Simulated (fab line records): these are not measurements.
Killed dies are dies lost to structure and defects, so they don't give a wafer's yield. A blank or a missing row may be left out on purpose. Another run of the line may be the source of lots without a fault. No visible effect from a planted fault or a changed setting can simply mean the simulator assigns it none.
fab line records    flow n5_finfet
record lots=4  wafers=12  last_day=18
route steps=1938 shown BEOL_M0@739 BEOL_M1@751 BEOL_M4@1111 PASSIVATION@1936
lots with no fault: from the same line, run without faults
start_h: start of the lot's first displayed wafer, in hours after the record's first day    wait_h: hours since the lot's step before    " the same as in the row above    L1.1+2: one row covering several wafers at once    - either no value or no given start    * or withheld: withheld    < > ~ a bound
route shown NAME@n: a module of which the file shows steps, and the number in the route of the first    usual: average and standard deviation across the fault-free wafers    same: alike in all rows    chamber/n: place in a boat    sites: readings site by site    _std_site: the values' standard deviation    _edge_site: inner sites' mean taken away from outer sites' mean    radius_mm: how far each site lies from the wafer's centre    mask NAME#n: copy n    behind: tool/chamber where the wafer was last shaped    hold: cause of the lot's hold/its duration in hours/its outcome    device: names the non-switching transistor (n, p or np)    end of line: the route-end tests of the same wafers    for a step that has no rows: nothing shown but its recipe    killed: not the wafer's yield, but the dies lost to structure and defects at the first sort    map: a wafer's dies, x killed, . not, _ none there
set.NAME: the setting the step ran with; set.NAME@STEP: the setting that earlier step ran with    model.NAME: the simulator's own value behind a step, which no gauge read
lots at selected steps of the route; one table per step, one row per wafer
services: a tool's chamber out of use, with start hour (start_h, from the record's first day; less than 0 if before it), hours out, and reason
## steps
# step N5_BEOL_M0_ANNEAL_135
# recipe temp_c=400  time_s=60  ambient=vacuum
# step N5_BEOL_M0_SPUTTER_141
# recipe material=Cu  target_thk_a=40  temp_c=-20  chamber_pressure_pa=0.07  power_w=withheld  time_s=7.37
# step N5_BEOL_M0_ECD_118
# recipe material=Cu  target_thk_a=3000
# step N5_BEOL_M0_ANNEAL_119
# recipe temp_c=225  time_s=90  ambient=N2
# step N5_BEOL_M0_CMP_120
# recipe stop_on=SiOC  t_overpolish_s=6.9  down_force_psi=1  platen_rpm=50  clearing_platen_down_force_psi=1.5  clearing_platen_rpm=50  post_cmp_clean=cu_alkaline  clearing_platen_pad_velocity_m_s=0.99484  pad_velocity_m_s=0.99484
# step N5_BEOL_M0_PRE_CLEAN_131
# recipe gas=NH3/H2  time_s=15  temp_c=*  rf_power_w=300
# step N5_BEOL_M0_CO_CAP_123
# recipe material=Co  target_thk_a=20  temp_c=200  precursor=CCTBA/H2  pressure_torr=30  time_s=102.1
# step N5_BEOL_M0_PRE_CLEAN_124
# recipe gas=NH3  time_s=15  temp_c=withheld  rf_power_w=300
# step N5_BEOL_M0_DEP_125
# recipe material=SiCN  target_thk_a=80  temp_c=withheld  precursor=3MS/NH3  pressure_torr=3  rf_w=202  time_s=14
# step N5_BEOL_M1_ILD_DEP_00
# recipe material=SiOC  target_thk_a=790  temp_c=350  precursor=DEMS/O2  pressure_torr=5  rf_w=500  time_s=15.3
# usual chamber_pressure_Torr=5.000/0.01  heater_power_outer_w=289/72  heater_power_w=498/110  showerhead_plenum_p_Torr=5.695/0.016  throttle_valve_pct=12.1/0.5
lot.wafer  tool      chamber  start_h  wait_h  chamber_pressure_Torr  heater_power_outer_w  heater_power_w  showerhead_plenum_p_Torr  throttle_valve_pct
L495.3     pecvd-03  1        180.17   0.0     -                      -                     -               -                         -
L495.5     "         1        "        "       -                      -                     -               -                         -
L495.6     "         2        "        "       -                      -                     -               -                         -
L496.2     pecvd-04  2        180.64   0.0     -                      -                     -               -                         -
L496.4     "         1        "        "       -                      -                     -               -                         -
L496.5     "         1        "        "       -                      -                     -               -                         -
L501.2     pecvd-03  2        214.18   0.0     5.007                  177                   359             5.694                     12.5
L501.3     "         0        "        "       5.016                  208                   339             5.661                     12.5
L501.4     "         0        "        "       5.010                  211                   344             5.668                     12.8
L509.2     pecvd-04  2        262.68   0.0     4.992                  306                   509             5.711                     11.2
L509.3     "         1        "        "       5.005                  357                   622             5.690                     12.8
L509.6     "         1        "        "       4.991                  364                   600             5.687                     12.6
# step N5_BEOL_M1_PECVD_72
# recipe material=SiO2  target_thk_a=160  temp_c=400  precursor=TEOS/O2  pressure_torr=5.5  rf_w=450  teos_flow_sccm=53.8  gas=O2  flow_sccm=3000  time_s=18
# step N5_BEOL_M1_HM_DEP_02
# recipe material=TiN  target_thk_a=200  temp_c=25  chamber_pressure_pa=0.49996
# step N5_BEOL_M1_COAT_61
# recipe resist=SOC  temp_c=250  time_s=60  spin_rpm=1500  resist_thk_nm=60
# step N5_BEOL_M1_COAT_62
# recipe resist=SiARC  temp_c=220  time_s=60  spin_rpm=1500  resist_thk_nm=12
# step N5_BEOL_M1_COAT_73
# recipe resist=underlayer  temp_c=205  time_s=60  spin_rpm=1500  resist_thk_nm=5
# step N5_BEOL_M1_COAT_05
# recipe resist=CAR-EUV  spin_rpm=1500  resist_thk_nm=30
# step N5_BEOL_M1_EBR_07
# recipe solvent=PGMEA  ebr_width_mm=1.5
# step N5_BEOL_M1_SOFTBAKE_06
# recipe temp_c=110  time_s=60  resist=CAR-EUV
# step N5_BEOL_M1_EXPOSE_08
# recipe mask_id=M1  na=0.33  source_shape=dipole  sigma_inner=0.369  sigma_outer=0.767  polarization=unpolarized  dose_mj=33
# step N5_BEOL_M1_PEB_09
# recipe peb_temp_c=100  peb_time_s=60  resist=CAR-EUV
# step N5_BEOL_M1_DEVELOP_10
# recipe develop_time_s=30  developer=TMAH  resist=CAR-EUV  rinse_liquid=surfactant_rinse  dry=air_spin  dev_temp_c=23
# step N5_BEOL_M1_DESCUM_16
# recipe chemistry=O2  time_s=7  source_power_w=50  bias_power_w=20  pressure_mtorr=20  rf_frequency_hz=2.712e+07  temp_c=40  resist=CAR-EUV  o2_flow_sccm=225
# step N5_BEOL_M1_ETCH_74
# recipe chemistry=N2/H2  target=underlayer  target_depth_a=65  mask_material=CAR-EUV  time_s=5.2  ion_energy_ev=200  pressure_mtorr=30  source_w=840  bias_w=150  n2_flow_sccm=200  h2_flow_sccm=200  ends=cleared
# step N5_BEOL_M1_ETCH_63
# recipe chemistry=CF4  target=SiARC  target_depth_a=156  mask_material=CAR-EUV  time_s=26  ion_energy_ev=80  pressure_mtorr=40  source_w=545  bias_w=36  Ar_flow_sccm=100  cf4_flow_sccm=100  ends=cleared
# step N5_BEOL_M1_ETCH_64
# recipe chemistry=N2/H2  target=SOC  target_depth_a=750  overetch_a=150  mask_material=SiARC  temp_c=40  time_s=112.5  ion_energy_ev=200  pressure_mtorr=30  source_w=840  bias_w=150  n2_flow_sccm=200  h2_flow_sccm=200
# step N5_BEOL_M1_STRIP_65
# recipe chemistry=N2/H2  temp_c=40  n2_flow_sccm=200  h2_flow_sccm=200  rf_frequency_hz=6e+07
# step N5_BEOL_M1_STRIP_75
# recipe chemistry=N2/H2  temp_c=40  n2_flow_sccm=200  h2_flow_sccm=200  rf_frequency_hz=6e+07
# step N5_BEOL_M1_STRIP_66
# recipe chemistry=CF4  resist=SiARC  power_w=300  bias_power_w=75  pressure_mtorr=50  cf4_flow_sccm=150  rf_frequency_hz=6e+07
# step N5_BEOL_M1_HM_OPEN_17
# recipe chemistry=Cl2/BCl3  target_depth_a=200  overetch_a=60  target=TiN  mask_material=SOC  ion_energy_ev=150  pressure_mtorr=10  icp_w=1000  bias_w=126  Cl2_flow_sccm=53.25  bcl3_flow_sccm=21.75  Ar_flow_sccm=25
# step N5_BEOL_M1_STRIP_19
# recipe chemistry=O2  power_w=400  temp_c=40  pressure_mtorr=30  rf_frequency_hz=6e+07  bias_power_w=0  overash_fraction=0.2  o2_flow_sccm=225
# step N5_BEOL_M1_COAT_67
# recipe resist=SOC  temp_c=250  time_s=60  spin_rpm=1500  resist_thk_nm=60
# step N5_BEOL_M1_COAT_68
# recipe resist=SiARC  temp_c=220  time_s=60  spin_rpm=1500  resist_thk_nm=12
# step N5_BEOL_M1_COAT_76
# recipe resist=underlayer  temp_c=205  time_s=60  spin_rpm=1500  resist_thk_nm=5
# step N5_BEOL_M1_COAT_22
# recipe resist=CAR-EUV  spin_rpm=1500  resist_thk_nm=30
# step N5_BEOL_M1_OCD_MEAS_38
# usual trench_depth_nm=55.1/0.98
lot.wafer  tool    chamber  start_h  wait_h  trench_depth_nm
L495.3     ocd-02  -        198.73   -       -
L495.5     "       -        "        "       -
L495.6     "       -        "        "       -
L496.2     ocd-01  -        203.46   -       -
L496.4     "       -        "        "       -
L496.5     "       -        "        "       -
L501.2     ocd-02  -        217.90   -       55.7
L501.3     "       -        "        "       54.7
L501.4     "       -        "        "       55.7
L509.2     ocd-01  -        268.58   -       53.8
L509.3     "       -        "        "       55.0
L509.6     "       -        "        "       56.9
# step N5_BEOL_M4_RC_MEAS_101
# usual DIBL_N=36.2/1.7  DIBL_P=36.2/2.2  IOFF_N=0.16/0.035  IOFF_P=0.21/0.042  ION_N=673/13  ION_P=462/7.9  SS_N=71.4/0.59  SS_P=73.2/0.7  VT_N=250/3.6  VT_P=-251/3.5
lot.wafer  tool       chamber  start_h  wait_h  DIBL_N[mV/V]  DIBL_P[mV/V]  IOFF_N[nA/um]  IOFF_P[nA/um]  ION_N[uA/um]  ION_P[uA/um]  SS_N[mV/dec]  SS_P[mV/dec]  VT_N[mV]  VT_P[mV]
L501.2     prober-02  0        251.06   0.2     37.3          37.9          0.20           0.26           697           474           72.0          73.6          247       -246
L501.3     "          0        "        "       36.7          37.5          0.18           0.25           681           470           71.7          74.1          248       -248
L501.4     "          0        "        "       35.9          34.7          0.16           0.20           682           472           72.6          72.5          252       -252
L509.2     prober-01  0        305.94   0.2     34.3          34.9          0.13           0.15           668           447           70.6          72.8          256       -258
L509.3     "          0        "        "       37.6          38.2          0.20           0.19           685           456           72.2          74.1          248       -254
L509.6     "          0        "        "       36.9          38.7          0.19           0.20           686           454           72.1          73.7          247       -256
# step N5_PASSIVATION_PROBE_49
# usual defect_limited_yield=91.4/1.4  killed_at_M0_to_M3=31/10  killed_at_M4_up=14/5.6  killed_at_contacts=13/6.3  killed_at_front_end=39/10  killed_at_other=4/3.1  killed_dies=101/16  killed_on_rim=13/3.9  killed_open=65/13  killed_short=34/7.2  sort_bin_5_function=5.1/0.88  sort_bin_6_memory=3.2/0.66  sort_n_pass=1079/16  sort_yield_pct=91.4/1.4
# same gross_dies=1180  killed_at_back_side=0  sort_bin_4_leakage[%]=0  sort_bin_8_speed[%]=0
lot.wafer  tool       chamber  start_h  wait_h  defect_limited_yield[%]  killed_at_M0_to_M3  killed_at_M4_up  killed_at_contacts  killed_at_front_end  killed_at_other  killed_dies  killed_on_rim  killed_open  killed_short  sort_bin_5_function[%]  sort_bin_6_memory[%]  sort_n_pass  sort_yield_pct[%]
L495.3     prober-02  -        332.78   0.2     0                        1172                0                2                   5                    1                1180         152            10           5             71.4                    2.6                   0            0
L495.5     prober-02  -        332.88   0.3     0                        1170                0                3                   7                    0                1180         152            8            4             73.5                    3.8                   0            0
L495.6     prober-02  -        332.93   0.3     0                        1165                1                8                   6                    0                1180         152            12           8             74.0                    2.8                   0            0
L496.2     prober-01  -        345.01   0.1     0                        1163                4                2                   11                   0                1180         152            14           6             71.9                    2.7                   0            0
L496.4     prober-01  -        345.11   0.2     0                        1167                3                1                   9                    0                1180         152            11           6             74.6                    3.0                   0            0
L496.5     prober-01  -        345.16   0.2     0                        1166                5                1                   8                    0                1180         152            15           7             76.6                    3.1                   0            0
# killed by level:class
L495.3 BEOL_M1:lost_pattern=1160 BEOL_M1:area_dep=5 BEOL_M0_SAQP:geometric_particle:open=3 FIN_SAQP:geometric_particle:open=2 MOL_CONTACT_COAG:geometric_particle:short=2 BEOL_M0_SAQP:geometric_particle:short=2 BEOL_M3:geometric_particle:open=1 DUMMY_GATE:geometric_particle:open=1
L495.5 BEOL_M1:lost_pattern=1164 BEOL_M1:area_dep=4 FIN_SAQP:geometric_particle:short=3 MOL_CONTACT_COAG:geometric_particle:open=3 STI_FIN_REVEAL:geometric_particle:open=1 SPACER0:geometric_particle:open=1 ILD0:geometric_particle:short=1 ILD0:geometric_particle:open=1
L495.6 BEOL_M1:lost_pattern=1155 MOL_CONTACT_COAG:geometric_particle:open=5 BEOL_M1:area_dep=5 MOL_CONTACT_COAG:geometric_particle:short=3 FIN_SAQP:geometric_particle:short=1 DUMMY_GATE:geometric_particle:open=1 SPACER0:geometric_particle:open=1 ILD0:geometric_particle:open=1
L496.2 BEOL_M1:lost_pattern=1155 FIN_SAQP:geometric_particle:open=5 BEOL_M1:area_dep=5 STI_FIN_REVEAL:geometric_particle:short=2 MOL_CONTACT_COAG:geometric_particle:open=2 DUMMY_GATE:geometric_particle:short=1 DUMMY_GATE:geometric_particle:open=1 ILD0:geometric_particle:short=1
L496.4 BEOL_M1:lost_pattern=1156 BEOL_M1:area_dep=7 STI_FIN_REVEAL:geometric_particle:open=5 STI_FIN_REVEAL:geometric_particle:short=2 BEOL_M0_SAQP:geometric_particle:short=2 DUMMY_GATE:geometric_particle:open=1 GATE_CUT:geometric_particle:open=1 MOL_CONTACT_COAG:geometric_particle:open=1
L496.5 BEOL_M1:lost_pattern=1153 BEOL_M1:area_dep=5 FIN_SAQP:geometric_particle:short=4 BEOL_M2:geometric_particle:open=3 BEOL_M4:geometric_particle:open=3 FIN_SAQP:geometric_particle:open=2 BEOL_M0_SAQP:geometric_particle:open=2 GATE_CUT:geometric_particle:short=1
# map L495.3 (x killed, . not)
_________________xxxxxxxxxxxx________________
______________xxxxxxxxxxxxxxxxxx_____________
___________xxxxxxxxxxxxxxxxxxxxxxxx__________
__________xxxxxxxxxxxxxxxxxxxxxxxxxx_________
________xxxxxxxxxxxxxxxxxxxxxxxxxxxxxx_______
_______xxxxxxxxxxxxxxxxxxxxxxxxxxxxxxxx______
______xxxxxxxxxxxxxxxxxxxxxxxxxxxxxxxxxx_____
_____xxxxxxxxxxxxxxxxxxxxxxxxxxxxxxxxxxxx____
____xxxxxxxxxxxxxxxxxxxxxxxxxxxxxxxxxxxxxx___
___xxxxxxxxxxxxxxxxxxxxxxxxxxxxxxxxxxxxxxxx__
___xxxxxxxxxxxxxxxxxxxxxxxxxxxxxxxxxxxxxxxx__
__xxxxxxxxxxxxxxxxxxxxxxxxxxxxxxxxxxxxxxxxxx_
__xxxxxxxxxxxxxxxxxxxxxxxxxxxxxxxxxxxxxxxxxx_
_xxxxxxxxxxxxxxxxxxxxxxxxxxxxxxxxxxxxxxxxxxxx
_xxxxxxxxxxxxxxxxxxxxxxxxxxxxxxxxxxxxxxxxxxxx
_xxxxxxxxxxxxxxxxxxxxxxxxxxxxxxxxxxxxxxxxxxxx
_xxxxxxxxxxxxxxxxxxxxxxxxxxxxxxxxxxxxxxxxxxxx
_xxxxxxxxxxxxxxxxxxxxxxxxxxxxxxxxxxxxxxxxxxxx
_xxxxxxxxxxxxxxxxxxxxxxxxxxxxxxxxxxxxxxxxxxxx
_xxxxxxxxxxxxxxxxxxxxxxxxxxxxxxxxxxxxxxxxxxxx
_xxxxxxxxxxxxxxxxxxxxxxxxxxxxxxxxxxxxxxxxxxxx
__xxxxxxxxxxxxxxxxxxxxxxxxxxxxxxxxxxxxxxxxxx_
__xxxxxxxxxxxxxxxxxxxxxxxxxxxxxxxxxxxxxxxxxx_
___xxxxxxxxxxxxxxxxxxxxxxxxxxxxxxxxxxxxxxxx__
___xxxxxxxxxxxxxxxxxxxxxxxxxxxxxxxxxxxxxxxx__
____xxxxxxxxxxxxxxxxxxxxxxxxxxxxxxxxxxxxxx___
_____xxxxxxxxxxxxxxxxxxxxxxxxxxxxxxxxxxxx____
______xxxxxxxxxxxxxxxxxxxxxxxxxxxxxxxxxx_____
_______xxxxxxxxxxxxxxxxxxxxxxxxxxxxxxxx______
________xxxxxxxxxxxxxxxxxxxxxxxxxxxxxx_______
__________xxxxxxxxxxxxxxxxxxxxxxxxxx_________
___________xxxxxxxxxxxxxxxxxxxxxxxx__________
______________xxxxxxxxxxxxxxxxxx_____________
_________________xxxxxxxxxxxx________________
# map L496.2 (x killed, . not)
_________________xxxxxxxxxxxx________________
______________xxxxxxxxxxxxxxxxxx_____________
___________xxxxxxxxxxxxxxxxxxxxxxxx__________
__________xxxxxxxxxxxxxxxxxxxxxxxxxx_________
________xxxxxxxxxxxxxxxxxxxxxxxxxxxxxx_______
_______xxxxxxxxxxxxxxxxxxxxxxxxxxxxxxxx______
______xxxxxxxxxxxxxxxxxxxxxxxxxxxxxxxxxx_____
_____xxxxxxxxxxxxxxxxxxxxxxxxxxxxxxxxxxxx____
____xxxxxxxxxxxxxxxxxxxxxxxxxxxxxxxxxxxxxx___
___xxxxxxxxxxxxxxxxxxxxxxxxxxxxxxxxxxxxxxxx__
___xxxxxxxxxxxxxxxxxxxxxxxxxxxxxxxxxxxxxxxx__
__xxxxxxxxxxxxxxxxxxxxxxxxxxxxxxxxxxxxxxxxxx_
__xxxxxxxxxxxxxxxxxxxxxxxxxxxxxxxxxxxxxxxxxx_
_xxxxxxxxxxxxxxxxxxxxxxxxxxxxxxxxxxxxxxxxxxxx
_xxxxxxxxxxxxxxxxxxxxxxxxxxxxxxxxxxxxxxxxxxxx
_xxxxxxxxxxxxxxxxxxxxxxxxxxxxxxxxxxxxxxxxxxxx
_xxxxxxxxxxxxxxxxxxxxxxxxxxxxxxxxxxxxxxxxxxxx
_xxxxxxxxxxxxxxxxxxxxxxxxxxxxxxxxxxxxxxxxxxxx
_xxxxxxxxxxxxxxxxxxxxxxxxxxxxxxxxxxxxxxxxxxxx
_xxxxxxxxxxxxxxxxxxxxxxxxxxxxxxxxxxxxxxxxxxxx
_xxxxxxxxxxxxxxxxxxxxxxxxxxxxxxxxxxxxxxxxxxxx
__xxxxxxxxxxxxxxxxxxxxxxxxxxxxxxxxxxxxxxxxxx_
__xxxxxxxxxxxxxxxxxxxxxxxxxxxxxxxxxxxxxxxxxx_
___xxxxxxxxxxxxxxxxxxxxxxxxxxxxxxxxxxxxxxxx__
___xxxxxxxxxxxxxxxxxxxxxxxxxxxxxxxxxxxxxxxx__
____xxxxxxxxxxxxxxxxxxxxxxxxxxxxxxxxxxxxxx___
_____xxxxxxxxxxxxxxxxxxxxxxxxxxxxxxxxxxxx____
______xxxxxxxxxxxxxxxxxxxxxxxxxxxxxxxxxx_____
_______xxxxxxxxxxxxxxxxxxxxxxxxxxxxxxxx______
________xxxxxxxxxxxxxxxxxxxxxxxxxxxxxx_______
__________xxxxxxxxxxxxxxxxxxxxxxxxxx_________
___________xxxxxxxxxxxxxxxxxxxxxxxx__________
______________xxxxxxxxxxxxxxxxxx_____________
_________________xxxxxxxxxxxx________________
## services
tool      chamber  start_h  hours  kind
pecvd-03  0        156.29   5.5    scheduled_down
pecvd-04  0        178.14   6.4    repair
pecvd-03  -        258.70   26.5   repair
## key
first_sign step=N5_BEOL_M1_ILD_DEP_00  reading=tool_record  direction=missing
effect step=N5_BEOL_M1_OCD_MEAS_38  reading=trench_depth_nm  direction=missing
effect step=N5_PASSIVATION_PROBE_49  reading=killed_at_M0_to_M3  direction=up  sigmas=99+  usual=31  struck=1167
met_at N5_BEOL_M1_ILD_DEP_00
struck_wafers L495.3,L495.5,L495.6,L496.2,L496.4,L496.5
later_rows_left_out L495.3,L495.5,L495.6,L496.2,L496.4,L496.5
fault kind=skipped_step_whole  tool=pecvd-03,pecvd-04  chamber=-  onset_h=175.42  steps=N5_BEOL_M1_ILD_DEP_00  scope=struck_lots_only
# later_rows_left_out: the simulator's readings of these wafers behind a module that went badly wrong aren't trusted and aren't shown, but for the sort
